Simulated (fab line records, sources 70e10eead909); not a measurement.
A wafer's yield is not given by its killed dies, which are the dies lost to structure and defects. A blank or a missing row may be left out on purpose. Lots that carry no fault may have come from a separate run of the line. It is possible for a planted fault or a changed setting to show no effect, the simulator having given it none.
Comparing a struck lot with a sound one :: flow nand-harc :: 39 out of 1302 route steps
Sound: wafers L296.1, L296.2, L296.3. The struck wafers were L306.2, L306.6. Last of all comes the cause.
Per side, at each step with rows, come the tool, then ch with its chambers, and then its first start. Under that, the readings that differ: sound wafers :: struck wafers :: difference of the means :: sigmas: that difference in standard deviations of wafers without a fault.
alike: readings with means less than 2 such deviations apart, plus words and numbers identical on both sides. not compared: withheld readings, readings lacking a value on some wafer, bounds such as >300 that could conceal the same value, and numbers that have no deviation in the record and whose values overlap.
The two part at a step that has a row with sigmas, a row that says differs or no value, or rows on one side only. Numbers that don't overlap but have no deviation are shown without sigmas and don't part them. Lack of a reading on every wafer of one side parts them only where that side has two or more wafers.

first, 2 steps without rows for these wafers: NHARC_P_BONDPAD_HARDBAKE_10 (time 65 s); NHARC_P_BONDPAD_DESCUM_11 (chemistry O2, time 3 s).
NHARC_P_BONDPAD_ETCH_37: etches the open film in N2/H2, target depth 60 nm, overetch 18 nm, time 65.91 s.
  sound on rie-diel-06 ch 0,1,3, day 7 09:30; struck on rie-diel-06 ch 0,1, day 11 10:37
  alike: drypump-motor-current-A, mfc-ar-sccm, oes-product-au, rf-vpp-V, showerhead-plenum-p-Torr, throttle-valve-pct
  not compared: rf-hours-counter-h
then, 1 step without rows for these wafers: NHARC_P_BONDPAD_ETCH_12 (etches the open film in CHF3/O2, target depth 200 nm, time 100 s).
NHARC_P_BONDPAD_CD_MEAS_13:
  sound: cd-sem-03 at day 7 09:46; struck: cd-sem-02 at day 11 10:50
  alike: cd-nm
then, 6 steps without rows for these wafers: NHARC_P_BONDPAD_STRIP_15 (strips in O2); NHARC_P_BONDPAD_ETCH_24 (etches the open film in CF4/N2, target depth 30 nm, time 72.99 s); NHARC_P_BONDPAD_STRIP_16 (strips in post etch residue remover, time 600 s); NHARC_P_BONDPAD_DEGAS_25 (time 60 s); NHARC_P_BONDPAD_PRE_CLEAN_26 (time 30 s); NHARC_P_BONDPAD_PVD_17 (deposits TaN, target thk 5 nm, time 8.06 s).
NHARC_P_BONDPAD_PVD_27: deposits Cu, target thk 30 nm, time 20.49 s.
  sound on pvd-sputter-02; struck on pvd-sputter-02
  alike: throttle-valve-pct
NHARC_P_BONDPAD_ECD_18: material Cu, target thk 400 nm.
  sound on ecd-cu-01 ch 0,1, day 7 10:44; struck on ecd-cu-01 ch 1, day 11 11:52
  alike: bath-heat-duty-pct
NHARC_P_BONDPAD_ANNEAL_28: time 90 s.
  sound on rtp-anneal-01 ch 0, day 7 11:07; struck on rtp-anneal-01 ch 0, day 11 12:15
  alike: wafer_temp_C_max
NHARC_P_BONDPAD_CMP_19: polishes, t overpolish 30 s, cu recess touch 16 s, target thk 160.81 nm.
  sound on cmp-02 ch 0,2,3, day 7 11:28; struck on cmp-04 ch 0,1, day 11 12:35
  alike: motor-current-A, overpolish-run-s
NHARC_P_BONDPAD_THK_MEAS_20: measures by xrf.
  sound: film-metro-02 at day 7 11:47; struck: film-metro-02 at day 11 12:52
  alike: thk-nm
then, 15 steps without rows for these wafers: NHARC_P_BONDPAD_SRD_21 (time 30 s, dry time 20 s); NHARC_P_BONDPAD_ACTIVATE_29 (chemistry N2, time 60 s); NHARC_P_BONDPAD_PRECLEAN_30 (cleans in DIW, time 300 s); NHARC_P_BONDPAD_SRD_31 (time 30 s, dry time 20 s); NHARC_A_ZERO_WELL_PRECLEAN_00 (cleans in SPM, time 600 s); NHARC_A_ZERO_WELL_SRD_01; NHARC_A_ZERO_WELL_DEHYDRATE_02 (time 120 s); NHARC_A_ZERO_WELL_HMDS_03 (time 30 s); NHARC_A_ZERO_WELL_COAT_18 (time 65 s); NHARC_A_ZERO_WELL_COAT_04 (resist thk 600 nm); NHARC_A_ZERO_WELL_SOFTBAKE_05 (time 70 s); NHARC_A_ZERO_WELL_EBR_06; NHARC_A_ZERO_WELL_EXPOSE_07 (exposes mask A ZERO); NHARC_A_ZERO_WELL_PEB_08 (peb time 80 s); NHARC_A_ZERO_WELL_DEVELOP_09 (time 50 s).
NHARC_A_ZERO_WELL_CD_MEAS_10: target cd 2000 nm.
  sound on cd-sem-01 ch 0, day 7 13:17; struck on cd-sem-03 ch 0, day 11 14:23
  alike: cd-nm
then, 2 steps without rows for these wafers: NHARC_A_ZERO_WELL_HARDBAKE_11 (time 65 s); NHARC_A_ZERO_WELL_DESCUM_12 (chemistry O2, time 3 s).
NHARC_A_ZERO_WELL_ETCH_19: etches the open film in N2/H2, target depth 80 nm, overetch 24 nm, time 87.88 s.
  sound on rie-diel-10 ch 1,2,3, day 7 13:32; struck on rie-diel-10 ch 1,2, day 11 14:38
  alike: drypump-motor-current-A, mfc-ar-sccm, oes-product-au, rf-vpp-V, showerhead-plenum-p-Torr, throttle-valve-pct
  not compared: rf-hours-counter-h
then, 2 steps without rows for these wafers: NHARC_A_ZERO_WELL_ETCH_13 (etches the open film in HBr/Cl2, target depth 120 nm, time 40.1 s); NHARC_A_ZERO_WELL_STRIP_14 (strips in SPM, time 900 s).
-- record jumps: 16 days separate the struck wafers' starts on either side; left off in module A_ZERO_WELL, taken up again in module THIN_TSV, whose first shown step is the route's number 1244 --
NHARC_THIN_TSV_GRIND_00:
  sound on grinder-01 ch 0, day 24 01:35; struck on grinder-01 ch 0, day 28 00:46
reading: hold
sound: - - -
struck: await-dispo/3.3h/release await-dispo/3.3h/release
difference: no value on the sound wafers
sigmas: 
  alike: motor-current-A
NHARC_END_SORT_01:
  sound on prober-02 ch 0, day 24 18:19; struck on prober-01 ch 0, day 29 00:40
reading: hold
sound: - - -
struck: await-dispo/3.7h/release await-dispo/3.7h/release
difference: no value on the sound wafers
sigmas: 

reading: defect-limited-yield (%)
sound: 91.6 90.4 91.4
struck: 61.6 63.5
difference: -28.6
sigmas: -10

reading: killed-at-periphery
sound: 8 6 9
struck: 208 200
difference: +196
sigmas: +70

reading: killed-dies
sound: 57 65 58
struck: 260 247
difference: +194
sigmas: +10
  alike: killed-at-array, killed-at-other, killed-open, killed-short

WHERE THEY PART
Last at NHARC_END_SORT_01 as far as this record goes, first at NHARC_THIN_TSV_GRIND_00.

WHY: what the simulator had put in
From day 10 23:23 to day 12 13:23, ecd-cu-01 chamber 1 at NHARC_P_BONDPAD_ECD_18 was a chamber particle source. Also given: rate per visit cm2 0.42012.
